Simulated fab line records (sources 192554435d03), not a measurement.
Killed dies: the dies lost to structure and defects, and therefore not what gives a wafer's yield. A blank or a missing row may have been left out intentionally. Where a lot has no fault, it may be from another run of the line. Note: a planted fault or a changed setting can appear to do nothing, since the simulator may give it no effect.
Split-lot experiment	flow n5-finfet	39 wafers read across 7 lots, on a route 1938 steps long

== ON THE SPLIT ==
At N5_DUMMY_GATE_ETCH_31 (etches SiO2 in C4F6/O2, target depth 82.5 nm, time 27.5 s), the setting target-depth-a was moved away from the recipe's 825 angstrom on 15 of the 39 wafers read, by -10.8% to +12.8%. This setting was run at the recipe's value on the other wafers.

Reading taken at the split's own step.

== THE READING ==
SOC_of_DUMMY_GATE_COAT_34.thk-nm (the simulator's own value, which no gauge read), in nm, at N5_DUMMY_GATE_ETCH_31 (etches SiO2 in C4F6/O2, target depth 82.5 nm, time 27.5 s). No usual value for it is given in the file. Here, 24 wafers ran the recipe; their average is 51.9 nm with a standard deviation of 0.3 nm.

wafer	tool, chamber at the split	target-depth-a as run, angstrom	against the recipe	SOC_of_DUMMY_GATE_COAT_34.thk-nm, nm	against lot-mates on the recipe
L075.1	rie-diel-06, 0	786.1	-4.7%	52.6	+0.6
L075.2	rie-diel-06, 1	786.1	-4.7%	52.2	+0.2
L075.3	rie-diel-06, 2	825	recipe	52	-
L075.4	rie-diel-06, 2	786.1	-4.7%	52.4	+0.4
L075.5	rie-diel-06, 0	825	recipe	52.2	-
L075.6	rie-diel-06, 1	825	recipe	51.8	-
L076.1	rie-diel-05, 1	825	recipe	52.6	-
L076.2	rie-diel-05, 3	736	-10.8%	52.8	+0.4
L076.3	rie-diel-05, 0	825	recipe	52.2	-
L076.4	rie-diel-05, 2	736	-10.8%	53	+0.6
L076.5	rie-diel-05, 1	736	-10.8%	53.4	+1.0
L076.6	rie-diel-05, 0	825	recipe	52.4	-
L078.1	rie-diel-05, 1	825	recipe	52.4	-
L078.2	rie-diel-05, 0	825	recipe	52.4	-
L078.3	rie-diel-05, 2	860.4	+4.3%	51.6	-0.7
L078.4	rie-diel-05, 3	860.4	+4.3%	51.6	-0.7
L078.5	rie-diel-05, 2	825	recipe	52	-
L078.6	rie-diel-05, 3	860.4	+4.3%	51.4	-0.9
L084.1	rie-diel-06, 0	930.2	+12.8%	51	-0.9
L084.2	rie-diel-06, 1	930.2	+12.8%	50.6	-1.3
L084.3	rie-diel-06, 2	825	recipe	52	-
L084.4	rie-diel-06, 3	930.2	+12.8%	50.8	-1.1
L084.5	rie-diel-06, 3	825	recipe	51.8	-
L084.6	rie-diel-06, 0	825	recipe	52	-
L085.1	rie-diel-01, 1	825	recipe	51.6	-
L085.2	rie-diel-01, 0	825	recipe	51.6	-
L085.3	rie-diel-01, 3	825	recipe	51.4	-
L085.4	rie-diel-01, 2	825	recipe	51.8	-
L085.5	rie-diel-01, 3	825	recipe	51.8	-
L085.6	rie-diel-01, 2	825	recipe	51.8	-
L089.1	rie-diel-01, 2	738.1	-10.5%	53	+1.2
L089.2	rie-diel-01, 3	738.1	-10.5%	52.6	+0.8
L089.3	rie-diel-01, 0	825	recipe	51.8	-
L089.4	rie-diel-01, 1	825	recipe	51.6	-
L089.5	rie-diel-01, 3	738.1	-10.5%	52.6	+0.8
L089.6	rie-diel-01, 0	825	recipe	52	-
L096.2	rie-diel-06, 0	825	recipe	52	-
L096.4	rie-diel-06, 1	825	recipe	51.6	-
L096.6	rie-diel-06, 0	825	recipe	51.6	-

THE FIT
A straight line over all 39 wafers: SOC_of_DUMMY_GATE_COAT_34.thk-nm changes by -0.0905 nm for each +1% of target-depth-a; r = -0.89; the points scatter about the line by 0.28 nm.
The same after taking each lot's own level away (the mean of its wafers on the recipe; 39 wafers): -0.0858 nm for each +1%; r = -0.92; scatter 0.21 nm.
Per that fit: largest target-depth-a move, reading shift of 1.1 nm.
The lots' own levels span 51.67 to 52.40 nm, that is 2.4 times the standard deviation above.
The two slopes agree, so the slope changes little with the lot-to-lot level.
Check: with one of the wafers moved furthest among these (+12.8%) left out of the fit, the line predicts -1.19 nm for it against its lot-mates. Against them it came out at -0.933 nm.

== OTHER SPLITS ON THESE WAFERS ==
Other splits were also applied to these wafers ahead of the reading. Each is held against what the fit with the lots' levels taken away leaves over:
other split on the same wafers	wafers away from the commonest value	r with SOC_of_DUMMY_GATE_COAT_34.thk-nm (lot level and that fit taken away)
N5_FIN_SAQP_ETCH_52 source-w	12	+0.01

== THE WHOLE CHAIN: every reading that the file lists as answering this split, in the file's order ==
step	what it does	reading	change (the file's fit)	r (the file's)
N5_DUMMY_GATE_ETCH_31	etches SiO2 in C4F6/O2, target depth 82.5 nm, time 27.5 s	etch.depth-nm (the simulator's own value, which no gauge read)	+0.848 nm for each +1% of the setting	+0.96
N5_DUMMY_GATE_ETCH_31	etches SiO2 in C4F6/O2, target depth 82.5 nm, time 27.5 s	SOC_of_DUMMY_GATE_COAT_34.thk-nm (the simulator's own value, which no gauge read)	-0.0848 nm for each +1% of the setting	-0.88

== FILE'S OWN FIT ==
SOC_of_DUMMY_GATE_COAT_34.thk-nm changes by -0.0848 nm for each +1% of target-depth-a, r = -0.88.
